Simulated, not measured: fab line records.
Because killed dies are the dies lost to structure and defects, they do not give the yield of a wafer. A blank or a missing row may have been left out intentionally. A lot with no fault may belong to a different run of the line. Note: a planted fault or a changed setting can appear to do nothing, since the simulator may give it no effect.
Problem report in the 8D (eight disciplines) form, filled by code || flow n5Finfet || the parts of the form that need people (team, actions taken, sign-off) are left out

== 1. PROBLEM STATEMENT ==
spinSpeedRpm at N5_DUMMY_GATE_COAT_09 reads a mean of 1239.7 rpm on 6 wafers of 2 lots; wafers without a fault read 1500.0 rpm with a standard deviation of 0.93. That is -99 or more standard deviations from the usual mean.
The step: resist thk 30 nm.
Seen first at day 6 01:57 on lithoTrack-01, wafer L672.1. At this step, 17 wafers from 6 lots have a number in the record. The rule behind "out" and "out of limits": a value lying over 4 standard deviations away from the usual mean. All remaining wafers that have a number are taken as sound.

== 2. WHAT IT IS AND WHAT IT IS NOT ==
{"question": "which readings at this step", "is": "spinSpeedRpm", "is not": "-"}
{"question": "which lots", "is": "L672, L673", "is not": "L662, L664, L679, L680"}
{"question": "which wafers of those lots", "is": "all that have a number", "is not": "-"}
{"question": "read on which tools", "is": "lithoTrack-01", "is not": "lithoTrack-05"}
{"question": "when", "is": "from day 6 01:57", "is not": "up to then (6 sound wafers); but 5 sound wafers of L679, L680 came after"}

== 3. WHAT RULES OUT EACH SUSPECT ==
Counting: a tool stays on the suspect list if, at a process step up to the reading, it processed all lots that are out and no sound lot following the first of them.
- aldSin-01 at N5_DUMMY_GATE_ALD_02 (deposits SiO2, target thk 2 nm, pulse time 1 s): ruled out as a lasting fault. Sound lots L679 ran on it after its first lot that is out, L672 (day 5 14:17).
- lithoTrack-01 at N5_DUMMY_GATE_COAT_09 (resist thk 30 nm): kept. It ran every lot that is out, first L672 (day 6 01:57), and no sound lot after that; its last sound lot up to then is L664 (day 3 21:43). Out on those wafers are its own readings of spinSpeedRpm.
Remaining after the count: lithoTrack-01 at N5_DUMMY_GATE_COAT_09.

== 4. THE CAUSE (what the simulator had put in) ==
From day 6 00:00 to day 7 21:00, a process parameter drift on lithoTrack-01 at N5_DUMMY_GATE_COAT_09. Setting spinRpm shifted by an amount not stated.
Counting left only this tool.

== 5. THE CHAIN OF EFFECTS, in route order ==
Each row: a reading whose mean over the struck wafers that have a number lies more than 3 standard deviations from the usual. Scope: only readings with a usual standard deviation given in the record; hours: median across lots of the time from each lot's start at the first step in this table that gives one to its start at this step; sigmas: change in usual standard deviations.
{"hours": 0, "step": "N5_DUMMY_GATE_COAT_09", "reading": "spinSpeedRpm", "usual": "1500.0 rpm", "on struck wafers": 1239.7, "change": -260.3, "sigmas": "-99 or more"}
Process steps it contains:
- N5_DUMMY_GATE_COAT_09: resist thk 30 nm.
Later measuring or inspecting steps at which every struck wafer that the step has a row for has a number for every such reading, and none has moved that far: N5_DUMMY_GATE_CD_MEAS_15, N5_DUMMY_GATE_OVL_MEAS_16, N5_DUMMY_GATE_INSPECT_17, N5_BEOL_M4_RC_MEAS_101.

== 6. HOW IT WOULD HAVE BEEN CAUGHT EARLIER ==
2 hours passed between the start of the fault at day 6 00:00 and the first reading out of limits in this record, taken at day 6 01:57.
